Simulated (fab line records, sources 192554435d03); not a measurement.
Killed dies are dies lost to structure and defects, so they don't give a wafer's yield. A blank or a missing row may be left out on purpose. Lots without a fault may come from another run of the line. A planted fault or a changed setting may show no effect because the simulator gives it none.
fab line records | flow n5_finfet
record lots=24 wafers=72 last_day=21
route steps=1938 shown HKMG_FIN@398 GATE_CUT@469
lots that met no fault: from a run of the same line without faults
start_h: hours from the record's first day to the start of the lot's first wafer shown | wait_h: hours since the lot's step before | " the same as in the row above | L1.1+2: a row that stands for several wafers | - no value, or no start given | * or withheld: withheld | < > ~ a bound
route shown NAME@n: a module of which the file shows steps, and the number in the route of the first | usual: mean/standard deviation of fault-free wafers | same: alike in all rows | chamber/n: place in a boat | sites: the reading at each site | _std_site: their standard deviation | _edge_site: outer sites' mean less inner sites' | radius_mm: how far each site lies from the wafer's centre | mask NAME#n: copy n | behind: the tool/chamber that last shaped the wafer | hold: why the lot was held/for how many hours/how that ended | device: the transistor (n, p or np) that didn't switch | end of line: the same wafers' tests at the end of the route | a step without rows: its recipe alone | killed: dies lost to structure and defects at the first sort, not the wafer's yield | map: a wafer's dies, x killed, . not, _ none there
set.NAME: the setting as run; set.NAME@STEP: as run at that earlier step | model.NAME: the simulator's own value behind a step, which no gauge read
steps of the route over a sample of lots; a table a step, a row a wafer
services: from which hour (start_h, from the record's first day; less than 0 if before it) a tool's chamber was out of use, for how many hours, and why
## steps
# step N5_HKMG_FIN_CD_MEAS_49
# recipe target_cd_nm=202 landing_energy_ev=500 detector=se_inlens polarity=opening
# usual cd_nm=201.7/0.7
# columns lot.wafer tool chamber start_h wait_h cd_nm
L074.3 cd_sem-02 0 79.30 - 202.5
L074.4 " 0 " " 201.1
L074.5 " 0 " " 201.7
L075.1 cd_sem-02 0 79.45 - 201.3
L075.4 " 0 " " 201.4
L075.5 " 0 " " 202.1
L076.2 cd_sem-03 0 81.16 - 201.6
L076.5 " 0 " " 200.6
L076.6 " 0 " " 201.3
L077.2 cd_sem-03 0 87.23 - 201.0
L077.3 " 0 " " 201.0
L077.6 " 0 " " 201.0
L078.1 cd_sem-02 0 99.02 - 202.4
L078.4 " 0 " " 201.3
L078.6 " 0 " " 202.8
L079.2 cd_sem-01 0 103.22 - 201.4
L079.3 " 0 " " 201.7
L079.4 " 0 " " 202.0
L080.2 cd_sem-02 0 110.92 - 200.8
L080.4 " 0 " " 201.6
L080.5 " 0 " " 201.2
L081.1 cd_sem-01 0 120.68 - 202.4
L081.2 " 0 " " 203.7
L081.6 " 0 " " 200.6
L082.1 cd_sem-01 0 122.58 - 200.9
L082.3 " 0 " " 201.0
L082.6 " 0 " " 201.1
L083.1 cd_sem-02 0 129.08 - 202.0
L083.2 " 0 " " 201.9
L083.5 " 0 " " 202.1
L084.1 cd_sem-03 0 138.68 - 201.4
L084.3 " 0 " " 201.7
L084.5 " 0 " " 202.4
L085.2 cd_sem-02 0 145.30 - 200.7
L085.3 " 0 " " 201.0
L085.6 " 0 " " 201.1
L086.3 cd_sem-01 0 148.38 - 202.5
L086.5 " 0 " " 201.3
L086.6 " 0 " " 201.9
L087.1 cd_sem-02 0 151.93 - 200.7
L087.2 " 0 " " 202.8
L087.6 " 0 " " 201.7
L088.1 cd_sem-02 0 155.71 - 201.2
L088.5 " 0 " " 201.1
L088.6 " 0 " " 201.8
L089.1 cd_sem-03 0 162.11 - 202.1
L089.2 " 0 " " 202.8
L089.5 " 0 " " 203.0
L090.2 cd_sem-01 0 168.35 - 201.1
L090.3 " 0 " " 201.6
L090.6 " 0 " " 201.5
L091.3 cd_sem-03 0 172.62 - 202.5
L091.4 " 0 " " 202.0
L091.6 " 0 " " 203.1
L092.3 cd_sem-02 0 178.68 - 201.3
L092.5 " 0 " " 202.2
L092.6 " 0 " " 201.3
L093.1 cd_sem-02 0 186.21 - 202.1
L093.3 " 0 " " 203.2
L093.6 " 0 " " 203.8
L094.1 cd_sem-01 0 194.43 - 202.5
L094.3 " 0 " " 202.1
L094.4 " 0 " " 202.1
L095.1 cd_sem-02 0 201.69 - 201.1
L095.3 " 0 " " 201.4
L095.6 " 0 " " 201.2
L096.1 cd_sem-02 0 202.90 - 201.3
L096.5 " 0 " " 201.2
L096.6 " 0 " " 201.1
L097.2 cd_sem-01 0 213.99 - 201.1
L097.3 " 0 " " 202.0
L097.6 " 0 " " 201.3
# step N5_HKMG_FIN_STRIP_57
# recipe chemistry=CF4 resist=SiARC power_w=300 bias_power_w=75 pressure_mtorr=50 cf4_flow_sccm=150 rf_frequency_hz=6e+07
# usual drypump_motor_current_A=5.9/0.44 oes_product_au=0.79/0.089 rf_vpp_V=271.8/1.5 showerhead_plenum_p_Torr=1.82/0.05 throttle_valve_pct=13.54/0.28
# columns lot.wafer tool chamber start_h wait_h drypump_motor_current_A oes_product_au rf_hours_counter_h rf_vpp_V showerhead_plenum_p_Torr throttle_valve_pct
L074.3 rie_diel-04 3 79.66 0.0 5.7 0.71 212 272.2 1.85 13.70
L074.4 " 2 " " 5.7 0.82 66 271.8 1.84 13.40
L074.5 " 3 " " 5.6 0.71 - 272.6 1.85 13.69
L075.1 rie_diel-05 3 79.82 0.0 6.7 0.70 247 268.4 1.68 13.66
L075.4 " 0 " " 5.7 0.86 27 274.5 1.88 13.10
L075.5 " 3 " " 6.7 0.70 - 269.2 1.68 13.67
L076.2 rie_diel-05 0 81.53 0.0 5.7 0.86 27 274.5 1.88 13.11
L076.5 " 3 " " 6.7 0.69 - 270.2 1.68 13.67
L076.6 " 2 " " 5.8 0.93 - 272.3 1.85 13.34
L077.2 rie_diel-01 2 87.60 0.0 5.5 0.76 145 271.4 1.79 13.42
L077.3 " 0 " " 6.2 0.86 45 273.4 1.88 13.31
L077.6 " 0 " " 6.2 0.87 - 273.7 1.88 13.30
L078.1 rie_diel-01 1 99.39 0.0 6.0 0.70 206 270.5 1.80 13.92
L078.4 " 3 " " 6.4 0.76 143 270.6 1.79 13.37
L078.6 " 3 " " 6.4 0.76 - 271.2 1.79 13.36
L079.2 rie_diel-04 1 103.87 0.0 6.3 0.95 11 273.0 1.81 13.35
L079.3 " 0 " " 5.1 0.70 216 269.1 1.78 13.91
L079.4 " 2 " " 5.7 0.81 70 273.2 1.84 13.42
L080.2 rie_diel-05 0 111.29 0.0 5.6 0.85 33 273.0 1.88 13.13
L080.4 " 0 " " 5.7 0.85 - 275.6 1.88 13.12
L080.5 " 1 " " 6.2 0.67 - 270.4 1.71 14.01
L081.1 rie_diel-04 2 121.52 0.0 5.7 0.80 76 272.1 1.84 13.44
L081.2 " 3 " " 5.6 0.70 223 272.2 1.85 13.71
L081.6 " 1 " " 6.3 0.92 - 272.9 1.81 13.34
L082.1 rie_diel-04 1 122.95 0.0 6.3 0.93 19 273.2 1.81 13.35
L082.3 " 0 " " 5.1 0.70 223 271.7 1.78 13.93
L082.6 " 1 " " 6.3 0.92 - 271.4 1.81 13.35
L083.1 rie_diel-04 2 129.61 0.0 5.7 0.80 79 269.5 1.83 13.45
L083.2 " 3 " " 5.6 0.70 225 271.3 1.84 13.72
L083.5 " 3 " " 5.6 0.70 - 272.3 1.84 13.72
L084.1 rie_diel-05 0 139.47 0.0 5.7 0.83 44 274.5 1.88 13.16
L084.3 " 2 " " 5.8 0.89 28 272.0 1.84 13.37
L084.5 " 3 " " 6.7 0.92 - 273.5 1.88 13.12
L085.2 rie_diel-05 2 145.98 0.0 5.7 0.88 31 269.7 1.84 13.39
L085.3 " 3 " " 6.7 0.92 8 272.8 1.88 13.14
L085.6 " 2 " " 5.7 0.88 - 271.3 1.84 13.38
L086.3 rie_diel-04 3 149.47 0.0 5.7 0.69 232 271.7 1.84 13.75
L086.5 " 0 " " 5.1 0.69 - 271.0 1.78 13.94
L086.6 " 3 " " 5.6 0.70 - 273.0 1.84 13.74
L087.1 rie_diel-01 1 152.36 0.0 5.9 0.69 221 271.3 1.80 13.96
L087.2 " 3 " " 6.4 0.75 157 269.8 1.79 13.39
L087.6 " 0 " " 6.2 0.84 - 273.5 1.88 13.34
L088.1 rie_diel-04 1 156.49 0.0 6.3 0.90 29 273.1 1.81 13.37
L088.5 " 0 " " 5.2 0.68 - 271.0 1.78 13.96
L088.6 " 3 " " 5.6 0.69 - 272.2 1.84 13.75
L089.1 rie_diel-01 0 162.83 0.0 6.2 0.83 67 273.4 1.88 13.35
L089.2 " 1 " " 5.9 0.68 224 269.2 1.80 13.97
L089.5 " 0 " " 6.2 0.82 - 272.4 1.87 13.34
L090.2 rie_diel-04 3 168.72 0.0 5.7 0.68 240 273.5 1.84 13.77
L090.3 " 1 " " 6.3 0.90 34 271.6 1.80 13.39
L090.6 " 1 " " 6.3 0.89 - 271.1 1.81 13.39
L091.3 rie_diel-05 1 172.98 0.0 6.2 0.92 12 273.5 1.91 13.51
L091.4 " 2 " " 5.8 0.87 42 273.3 1.84 13.40
L091.6 " 0 " " 5.7 0.82 - 272.8 1.88 13.17
L092.3 rie_diel-05 2 179.05 0.0 5.8 0.87 44 270.9 1.84 13.40
L092.5 " 3 " " 6.7 0.88 - 274.5 1.88 13.17
L092.6 " 0 " " 5.6 0.81 - 274.2 1.88 13.19
L093.1 rie_diel-04 1 186.58 0.0 6.2 0.88 41 270.6 1.80 13.40
L093.3 " 0 " " 5.1 0.68 245 270.0 1.78 13.98
L093.6 " 3 " " 5.6 0.68 - 272.3 1.84 13.79
L094.1 rie_diel-01 1 194.80 0.0 5.9 0.67 239 270.7 1.80 13.99
L094.3 " 2 " " 5.6 0.73 180 271.9 1.78 13.52
L094.4 " 3 " " 6.4 0.74 172 271.2 1.78 13.43
L095.1 rie_diel-01 3 202.06 0.0 6.4 0.73 176 271.3 1.78 13.44
L095.3 " 0 " " 6.2 0.82 84 272.9 1.87 13.38
L095.6 " 1 " " 5.9 0.67 - 270.9 1.79 14.00
L096.1 rie_diel-01 2 203.27 0.0 5.5 0.73 185 271.2 1.78 13.54
L096.5 " 1 " " 5.9 0.67 - 270.5 1.79 14.00
L096.6 " 2 " " 5.6 0.72 - 271.0 1.78 13.54
L097.2 rie_diel-05 1 214.54 0.0 6.2 0.88 29 273.8 1.91 13.56
L097.3 " 3 " " 6.7 0.85 36 273.1 1.87 13.20
L097.6 " 2 " " 5.7 0.85 - 270.5 1.83 13.44
# step N5_HKMG_FIN_OVL_MEAS_13
# recipe points_per_wafer=44
# usual NWFM_OVL=0.2/0.68
# same points_per_wafer=44
# columns lot.wafer tool chamber start_h wait_h NWFM_OVL[nm]
L074.3 overlay-01 0 82.74 0.0 -0.2
L074.4 " 0 " " 0.0
L074.5 " 0 " " 0.2
L075.1 overlay-02 0 82.90 0.0 1.0
L075.4 " 0 " " 0.7
L075.5 " 0 " " 0.4
L076.2 overlay-01 0 84.57 0.0 0.4
L076.5 " 0 " " 0.7
L076.6 " 0 " " 0.8
L077.2 overlay-01 0 90.64 0.0 -0.3
L077.3 " 0 " " 0.8
L077.6 " 0 " " -0.7
L078.1 overlay-02 0 102.54 0.0 0.9
L078.4 " 0 " " 0.4
L078.6 " 0 " " 1.0
L079.2 overlay-02 0 106.90 0.0 -0.7
L079.3 " 0 " " -0.3
L079.4 " 0 " " -0.6
L080.2 overlay-02 0 114.32 0.0 0.6
L080.4 " 0 " " -0.2
L080.5 " 0 " " 0.0
L081.1 overlay-02 0 124.48 0.0 1.7
L081.2 " 0 " " 1.7
L081.6 " 0 " " 1.1
L082.1 overlay-02 0 125.93 0.0 0.2
L082.3 " 0 " " 0.0
L082.6 " 0 " " -0.1
L083.1 overlay-02 0 132.64 0.0 -0.1
L083.2 " 0 " " 0.0
L083.5 " 0 " " 0.4
L084.1 overlay-01 0 142.52 0.0 0.2
L084.3 " 0 " " 0.4
L084.5 " 0 " " 0.6
L085.2 overlay-01 0 149.07 0.0 0.7
L085.3 " 0 " " -0.7
L085.6 " 0 " " -0.4
L086.3 overlay-02 0 152.50 0.0 0.3
L086.5 " 0 " " 0.3
L086.6 " 0 " " 0.0
L087.1 overlay-01 0 155.68 0.0 0.7
L087.2 " 0 " " 1.3
L087.6 " 0 " " 0.5
L088.1 overlay-01 0 159.40 0.0 0.2
L088.5 " 0 " " 1.3
L088.6 " 0 " " 0.1
L089.1 overlay-02 0 165.92 0.0 0.5
L089.2 " 0 " " 0.7
L089.5 " 0 " " 0.7
L090.2 overlay-02 0 172.03 0.0 1.7
L090.3 " 0 " " 0.1
L090.6 " 0 " " 1.5
L091.3 overlay-01 0 176.08 0.0 -0.1
L091.4 " 0 " " -0.1
L091.6 " 0 " " -0.4
L092.3 overlay-01 0 182.15 0.0 0.1
L092.5 " 0 " " 0.6
L092.6 " 0 " " -0.7
L093.1 overlay-01 0 189.70 0.0 -0.4
L093.3 " 0 " " -0.4
L093.6 " 0 " " -0.7
L094.1 overlay-01 0 197.83 0.0 1.7
L094.3 " 0 " " -0.2
L094.4 " 0 " " 0.9
L095.1 overlay-01 0 205.10 0.0 -0.1
L095.3 " 0 " " -0.8
L095.6 " 0 " " -1.0
L096.1 overlay-01 0 206.31 0.0 -0.4
L096.5 " 0 " " -0.3
L096.6 " 0 " " -0.7
L097.2 overlay-01 0 217.57 0.0 -0.3
L097.3 " 0 " " 1.2
L097.6 " 0 " " -0.3
# step N5_HKMG_FIN_DESCUM_17
# recipe chemistry=O2 time_s=7.9 source_power_w=50 bias_power_w=20 pressure_mtorr=20 rf_frequency_hz=2.712e+07 temp_c=40 resist=CAR-ArF o2_flow_sccm=225
# usual drypump_motor_current_A=5.9/0.41 oes_product_au=0.79/0.096 rf_vpp_V=243.6/1.4 showerhead_plenum_p_Torr=2.12/0.072 temp_c=40.00/0.1 throttle_valve_pct=20.37/0.28
# columns lot.wafer tool chamber start_h wait_h drypump_motor_current_A oes_product_au rf_hours_counter_h rf_vpp_V showerhead_plenum_p_Torr temp_c throttle_valve_pct
L074.3 rie_diel-05 0 82.87 0.1 5.7 0.86 28 245.0 2.23 39.97 20.05
L074.4 " 3 " " 6.7 0.70 248 239.1 2.00 40.00 20.67
L074.5 " 1 " " 6.2 0.68 - 241.2 1.97 39.99 20.78
L075.1 rie_diel-05 2 83.38 0.5 5.8 0.94 13 243.8 2.11 39.81 20.00
L075.4 " 1 " " 6.2 0.68 245 241.9 1.97 40.08 20.77
L075.5 " 2 " " 5.8 0.94 - 243.9 2.11 39.91 20.00
L076.2 rie_diel-05 3 84.63 0.0 6.7 0.70 249 241.4 2.00 39.95 20.68
L076.5 " 3 " " 6.7 0.71 - 241.8 2.00 39.93 20.68
L076.6 " 2 " " 5.7 0.93 - 245.0 2.11 39.98 20.03
L077.2 rie_diel-01 2 90.70 0.0 5.5 0.76 145 244.1 2.08 39.87 20.06
L077.3 " 0 " " 6.2 0.86 46 244.3 2.21 40.04 20.23
L077.6 " 1 " " 5.9 0.70 - 243.3 2.09 40.04 20.84
L078.1 rie_diel-04 2 103.08 0.5 5.7 0.82 70 244.2 2.09 39.94 20.10
L078.4 " 3 " " 5.6 0.71 217 245.2 2.16 39.93 20.46
L078.6 " 1 " " 6.3 0.96 - 245.3 2.15 39.92 20.42
L079.2 rie_diel-05 2 107.12 0.2 5.8 0.93 16 243.6 2.11 39.84 20.01
L079.3 " 0 " " 5.7 0.86 31 245.4 2.23 39.95 20.02
L079.4 " 1 " " 6.2 0.68 - 242.4 1.97 39.98 20.79
L080.2 rie_diel-04 3 115.25 0.9 5.7 0.70 221 244.4 2.16 39.80 20.47
L080.4 " 2 " " 5.7 0.82 74 241.9 2.09 40.06 20.11
L080.5 " 1 " " 6.3 0.95 - 243.8 2.15 39.76 20.42
L081.1 rie_diel-01 1 124.54 0.0 5.9 0.70 210 242.4 2.09 39.95 20.86
L081.2 " 2 " " 5.6 0.75 153 242.0 2.08 40.11 20.08
L081.6 " 1 " " 5.9 0.70 - 243.3 2.09 40.04 20.86
L082.1 rie_diel-04 2 125.98 0.0 5.7 0.82 78 244.9 2.09 40.14 20.12
L082.3 " 3 " " 5.7 0.71 224 244.4 2.16 39.89 20.48
L082.6 " 1 " " 6.3 0.94 - 242.3 2.15 39.94 20.43
L083.1 rie_diel-04 2 132.70 0.0 5.7 0.81 80 243.2 2.09 39.95 20.11
L083.2 " 1 " " 6.3 0.94 21 243.1 2.15 40.13 20.43
L083.5 " 3 " " 5.6 0.71 - 242.7 2.15 39.89 20.47
L084.1 rie_diel-05 0 142.57 0.0 5.7 0.83 45 246.7 2.22 40.15 20.07
L084.3 " 1 " " 6.2 1.02 0 245.6 2.24 39.97 20.52
L084.5 " 3 " " 6.7 0.93 - 245.5 2.26 39.96 20.38
L085.2 rie_diel-05 2 149.87 0.8 5.8 0.88 33 243.9 2.11 39.92 20.01
L085.3 " 1 " " 6.2 0.98 3 245.3 2.24 40.04 20.52
L085.6 " 0 " " 5.7 0.83 - 245.3 2.22 39.86 20.07
L086.3 rie_diel-04 3 152.96 0.4 5.6 0.70 234 244.1 2.15 39.91 20.49
L086.5 " 3 " " 5.6 0.70 - 245.3 2.15 40.07 20.49
L086.6 " 2 " " 5.7 0.80 - 242.9 2.09 40.00 20.11
L087.1 rie_diel-01 3 156.00 0.3 6.4 0.76 159 242.2 2.10 40.07 20.19
L087.2 " 1 " " 6.0 0.69 222 241.9 2.09 40.09 20.88
L087.6 " 0 " " 6.2 0.83 - 245.0 2.21 39.75 20.26
L088.1 rie_diel-04 2 159.45 0.0 5.7 0.80 90 243.2 2.09 39.94 20.13
L088.5 " 0 " " 5.1 0.68 - 243.9 2.06 40.12 20.70
L088.6 " 3 " " 5.7 0.70 - 243.2 2.15 40.08 20.49
L089.1 rie_diel-05 1 166.15 0.2 6.1 0.97 10 244.6 2.23 39.87 20.53
L089.2 " 2 " " 5.7 0.89 39 243.4 2.10 40.12 20.05
L089.5 " 3 " " 6.7 0.91 - 246.4 2.26 40.04 20.39
L090.2 rie_diel-01 0 172.09 0.0 6.2 0.82 72 244.9 2.20 40.00 20.26
L090.3 " 3 " " 6.4 0.76 163 242.8 2.10 40.03 20.19
L090.6 " 3 " " 6.4 0.76 - 241.0 2.10 40.12 20.21
L091.3 rie_diel-05 3 176.14 0.0 6.7 0.88 22 245.4 2.25 39.94 20.40
L091.4 " 0 " " 5.7 0.81 58 245.1 2.22 39.93 20.08
L091.6 " 1 " " 6.2 0.95 - 245.9 2.23 40.17 20.54
L092.3 rie_diel-01 0 182.88 0.7 6.2 0.82 76 246.0 2.20 40.11 20.26
L092.5 " 0 " " 6.2 0.82 - 245.3 2.20 40.22 20.29
L092.6 " 3 " " 6.4 0.75 - 243.2 2.10 39.94 20.19
L093.1 rie_diel-04 2 189.76 0.0 5.7 0.80 101 243.4 2.08 40.05 20.15
L093.3 " 3 " " 5.7 0.69 248 243.1 2.15 40.12 20.51
L093.6 " 3 " " 5.6 0.69 - 245.0 2.15 40.24 20.50
L094.1 rie_diel-01 2 197.98 0.1 5.5 0.73 181 243.3 2.07 40.06 20.12
L094.3 " 1 " " 5.9 0.68 240 243.0 2.08 39.86 20.89
L094.4 " 3 " " 6.4 0.75 174 243.5 2.09 40.04 20.22
L095.1 rie_diel-01 0 205.24 0.1 6.2 0.81 86 245.4 2.20 40.10 20.28
L095.3 " 3 " " 6.4 0.75 177 243.2 2.09 40.05 20.23
L095.6 " 1 " " 5.9 0.67 - 244.0 2.08 39.83 20.90
L096.1 rie_diel-01 2 207.23 0.9 5.5 0.71 187 242.8 2.07 39.93 20.14
L096.5 " 1 " " 5.9 0.67 - 242.2 2.08 39.96 20.90
L096.6 " 0 " " 6.2 0.79 - 245.9 2.20 39.96 20.27
L097.2 rie_diel-01 3 217.91 0.3 6.4 0.73 183 243.6 2.09 39.94 20.24
L097.3 " 1 " " 6.0 0.67 250 242.2 2.08 40.14 20.91
L097.6 " 0 " " 6.2 0.80 - 244.5 2.20 39.97 20.29
# step N5_GATE_CUT_ETCH_58
# recipe chemistry=CH3F/O2 target=SiNx target_depth_a=170 time_s=128.6 ion_energy_ev=50 pressure_mtorr=30 source_w=415 bias_w=21 Ar_flow_sccm=150 CH3F_flow_sccm=30 O2_flow_sccm=20
# usual drypump_motor_current_A=5.6/0.38 oes_product_au=0.77/0.08 rf_vpp_V=99.1/1.1 showerhead_plenum_p_Torr=2.00/0.074 throttle_valve_pct=16.4/0.34
# columns lot.wafer tool chamber start_h wait_h drypump_motor_current_A oes_product_au rf_hours_counter_h rf_vpp_V showerhead_plenum_p_Torr throttle_valve_pct
L074.3 rie_diel-02 0 87.90 0.1 5.8 0.88 43 100.8 1.97 16.3
L074.4 " 2 " " 5.9 0.73 159 96.6 1.92 16.6
L074.5 " 2 " " 5.8 0.72 - 99.0 1.92 16.6
L075.1 rie_diel-02 1 88.23 0.0 4.8 0.79 127 99.1 2.04 16.6
L075.4 " 3 " " 5.4 0.91 9 101.1 2.13 15.9
L075.5 " 0 " " 5.8 0.87 - 98.4 1.97 16.3
L076.2 rie_diel-03 1 89.38 0.0 6.0 0.75 189 101.3 2.07 16.3
L076.5 " 1 " " 6.0 0.76 - 100.7 2.07 16.3
L076.6 " 0 " " 5.2 0.69 - 98.9 1.97 16.6
L077.2 rie_diel-03 3 95.40 0.0 6.5 0.78 106 100.7 2.04 16.3
L077.3 " 1 " " 5.9 0.76 190 100.7 2.07 16.3
L077.6 " 1 " " 5.9 0.75 - 99.3 2.07 16.3
L078.1 rie_diel-02 2 107.78 0.0 5.8 0.73 163 99.1 1.92 16.6
L078.4 " 3 " " 5.4 0.90 13 99.1 2.13 15.9
L078.6 " 2 " " 5.9 0.73 - 98.1 1.92 16.6
L079.2 rie_diel-02 2 112.03 0.0 5.9 0.73 164 97.0 1.92 16.7
L079.3 " 3 " " 5.4 0.90 14 99.2 2.13 15.9
L079.4 " 1 " " 4.8 0.79 132 99.2 2.04 16.6
L080.2 rie_diel-02 3 120.68 0.2 5.4 0.90 15 100.1 2.13 15.9
L080.4 " 2 " " 5.9 0.72 165 98.7 1.92 16.6
L080.5 " 3 " " 5.4 0.90 - 100.2 2.13 15.9
L081.1 rie_diel-06 2 129.66 0.1 5.8 0.74 149 99.3 2.10 16.0
L081.2 " 0 " " 5.7 0.69 245 98.2 1.98 16.4
L081.6 " 3 " " 5.4 0.69 - 97.6 1.90 16.9
L082.1 rie_diel-06 3 130.73 0.0 5.3 0.69 237 97.9 1.90 16.9
L082.3 " 1 " " 5.6 0.80 114 98.3 1.96 16.8
L082.6 " 3 " " 5.4 0.70 - 98.3 1.90 16.9
L083.1 rie_diel-06 1 137.71 0.0 5.6 0.80 114 99.1 1.96 16.8
L083.2 " 0 " " 5.7 0.70 246 100.6 1.98 16.4
L083.5 " 2 " " 5.8 0.75 - 99.4 2.10 16.0
L084.1 rie_diel-06 2 147.29 0.1 5.8 0.74 153 99.8 2.09 16.0
L084.3 " 0 " " 5.7 0.70 248 99.1 1.98 16.4
L084.5 " 2 " " 5.8 0.74 - 98.8 2.10 16.0
L085.2 rie_diel-06 3 154.67 0.0 5.4 0.68 244 99.0 1.90 16.9
L085.3 " 1 " " 5.6 0.79 121 98.3 1.96 16.8
L085.6 " 3 " " 5.4 0.68 - 98.3 1.90 16.9
L086.3 rie_diel-03 0 157.70 0.0 5.2 0.67 235 98.2 1.97 16.7
L086.5 " 2 " " 5.9 0.72 - 97.7 1.90 16.0
L086.6 " 1 " " 5.9 0.74 - 99.7 2.06 16.3
L087.1 rie_diel-06 1 160.72 0.1 5.6 0.79 124 98.8 1.95 16.8
L087.2 " 3 " " 5.4 0.67 247 99.1 1.90 16.9
L087.6 " 1 " " 5.6 0.80 - 97.2 1.95 16.8
L088.1 rie_diel-02 0 164.15 0.0 5.8 0.85 61 98.8 1.97 16.4
L088.5 " 2 " " 5.8 0.71 - 99.4 1.92 16.7
L088.6 " 1 " " 4.8 0.76 - 97.9 2.03 16.7
L089.1 rie_diel-03 3 171.24 0.0 6.4 0.75 126 100.8 2.04 16.4
L089.2 " 1 " " 5.9 0.74 211 99.4 2.06 16.3
L089.5 " 3 " " 6.5 0.76 - 100.1 2.04 16.4
L090.2 rie_diel-06 1 176.97 0.1 5.6 0.79 131 97.7 1.95 16.9
L090.3 " 2 " " 5.8 0.73 166 98.3 2.09 16.0
L090.6 " 1 " " 5.7 0.78 - 98.9 1.95 16.8
L091.3 rie_diel-02 2 180.87 0.0 5.8 0.71 185 98.0 1.92 16.7
L091.4 " 3 " " 5.4 0.87 34 100.5 2.12 15.9
L091.6 " 0 " " 5.8 0.85 - 98.7 1.97 16.4
L092.3 rie_diel-06 1 187.85 0.0 5.7 0.78 135 98.6 1.95 16.8
L092.5 " 2 " " 5.8 0.72 - 99.7 2.09 16.0
L092.6 " 1 " " 5.6 0.79 - 98.1 1.95 16.9
L093.1 rie_diel-03 1 194.46 0.0 5.9 0.73 219 100.0 2.06 16.3
L093.3 " 0 " " 5.3 0.66 249 97.1 1.96 16.7
L093.6 " 1 " " 5.9 0.73 - 99.3 2.06 16.3
L094.1 rie_diel-02 2 202.70 0.1 5.8 0.69 192 97.5 1.91 16.7
L094.3 " 0 " " 5.8 0.82 77 97.6 1.96 16.4
L094.4 " 1 " " 4.9 0.75 161 101.4 2.03 16.7
L095.1 rie_diel-02 3 210.08 0.0 5.4 0.85 45 100.1 2.12 15.9
L095.3 " 1 " " 4.8 0.76 164 100.2 2.03 16.7
L095.6 " 0 " " 5.8 0.82 - 97.8 1.96 16.4
L096.1 rie_diel-06 3 212.40 0.0 5.4 0.99 3 101.5 2.14 16.5
L096.5 " 0 " " 5.7 0.95 - 98.4 1.97 15.9
L096.6 " 3 " " 5.4 0.98 - 99.4 2.14 16.4
L097.2 rie_diel-03 0 222.75 0.1 5.2 0.94 3 97.3 1.96 16.2
L097.3 " 3 " " 6.4 0.74 146 99.7 2.03 16.4
L097.6 " 3 " " 6.4 0.73 - 99.9 2.03 16.4
# step N5_GATE_CUT_OVL_MEAS_14
# recipe points_per_wafer=522
# usual GATE_CUT_OVL=-0.2/0.81
# same points_per_wafer=522
# columns lot.wafer tool chamber start_h wait_h GATE_CUT_OVL[nm]
L074.3 overlay-01 0 93.05 0.0 0.4
L074.4 " 0 " " 0.6
L074.5 " 0 " " 0.4
L075.1 overlay-01 0 93.14 0.0 -1.8
L075.4 " 0 " " -0.1
L075.5 " 0 " " -1.3
L076.2 overlay-01 0 95.50 0.0 0.4
L076.5 " 0 " " 0.1
L076.6 " 0 " " 0.3
L077.2 overlay-02 0 101.26 0.0 -0.4
L077.3 " 0 " " -0.6
L077.6 " 0 " " 0.4
L078.1 overlay-02 0 111.09 0.0 0.8
L078.4 " 0 " " 0.0
L078.6 " 0 " " 0.7
L079.2 overlay-02 0 116.03 0.0 -0.2
L079.3 " 0 " " -0.6
L079.4 " 0 " " 0.9
L080.2 overlay-02 0 124.09 0.0 -0.9
L080.4 " 0 " " -0.1
L080.5 " 0 " " -1.2
L081.1 overlay-02 0 133.07 0.0 0.0
L081.2 " 0 " " -0.5
L081.6 " 0 " " -0.6
L082.1 overlay-01 0 134.49 0.0 0.6
L082.3 " 0 " " 0.0
L082.6 " 0 " " -0.5
L083.1 overlay-01 0 141.02 0.0 0.7
L083.2 " 0 " " 1.0
L083.5 " 0 " " 0.6
L084.1 overlay-01 0 150.65 0.0 0.4
L084.3 " 0 " " 0.3
L084.5 " 0 " " -0.5
L085.2 overlay-02 0 158.15 0.0 -0.4
L085.3 " 0 " " -1.5
L085.6 " 0 " " -1.6
L086.3 overlay-01 0 161.02 0.0 -0.5
L086.5 " 0 " " -0.2
L086.6 " 0 " " 0.8
L087.1 overlay-02 0 164.02 0.0 -1.0
L087.2 " 0 " " -2.1
L087.6 " 0 " " -1.3
L088.1 overlay-02 0 167.44 0.0 -0.4
L088.5 " 0 " " -0.9
L088.6 " 0 " " -1.0
L089.1 overlay-01 0 174.52 0.0 0.2
L089.2 " 0 " " 0.2
L089.5 " 0 " " 0.9
L090.2 overlay-01 0 181.52 0.0 -0.1
L090.3 " 0 " " -0.5
L090.6 " 0 " " 0.4
L091.3 overlay-01 0 184.38 0.0 -0.8
L091.4 " 0 " " 0.7
L091.6 " 0 " " 0.6
L092.3 overlay-01 0 191.20 0.0 -1.1
L092.5 " 0 " " -0.2
L092.6 " 0 " " -0.9
L093.1 overlay-02 0 197.77 0.0 0.9
L093.3 " 0 " " 1.1
L093.6 " 0 " " 0.8
L094.1 overlay-02 0 206.28 0.0 1.2
L094.3 " 0 " " 0.1
L094.4 " 0 " " 0.8
L095.1 overlay-02 0 213.52 0.0 0.4
L095.3 " 0 " " -0.1
L095.6 " 0 " " 0.6
L096.1 overlay-01 0 215.71 0.0 0.3
L096.5 " 0 " " 0.0
L096.6 " 0 " " -1.1
L097.2 overlay-02 0 226.04 0.0 0.5
L097.3 " 0 " " -0.5
L097.6 " 0 " " 0.3
## services
# columns tool chamber start_h hours kind
rie_diel-02 1 82.56 4.2 repair
rie_diel-06 - 82.88 0.7 repair
rie_diel-05 3 89.42 - clean
rie_diel-05 3 89.42 - consumable_replace:focus_ring
rie_diel-05 3 89.42 - consumable_replace:showerhead
rie_diel-05 3 89.42 32.7 scheduled_down
rie_diel-05 3 89.42 32.7 vent_cycle
rie_diel-05 - 89.99 15.6 pm
rie_diel-01 - 109.73 14.6 pm
rie_diel-03 2 118.77 6.3 repair
rie_diel-05 1 122.16 - clean
rie_diel-05 1 122.16 - consumable_replace:focus_ring
rie_diel-05 1 122.16 - consumable_replace:showerhead
rie_diel-05 1 122.16 17.9 scheduled_down
rie_diel-05 1 122.16 17.9 vent_cycle
rie_diel-01 3 166.05 3.5 repair
rie_diel-06 3 179.10 4.1 repair
rie_diel-04 0 198.98 - clean
rie_diel-04 0 198.98 - consumable_replace:focus_ring
rie_diel-04 0 198.98 36.9 scheduled_down
rie_diel-04 0 198.98 36.9 vent_cycle
rie_diel-04 1 200.64 69.6 repair
rie_diel-04 3 203.83 8.1 repair
rie_diel-01 - 214.57 2.8 pm
## key
fault none
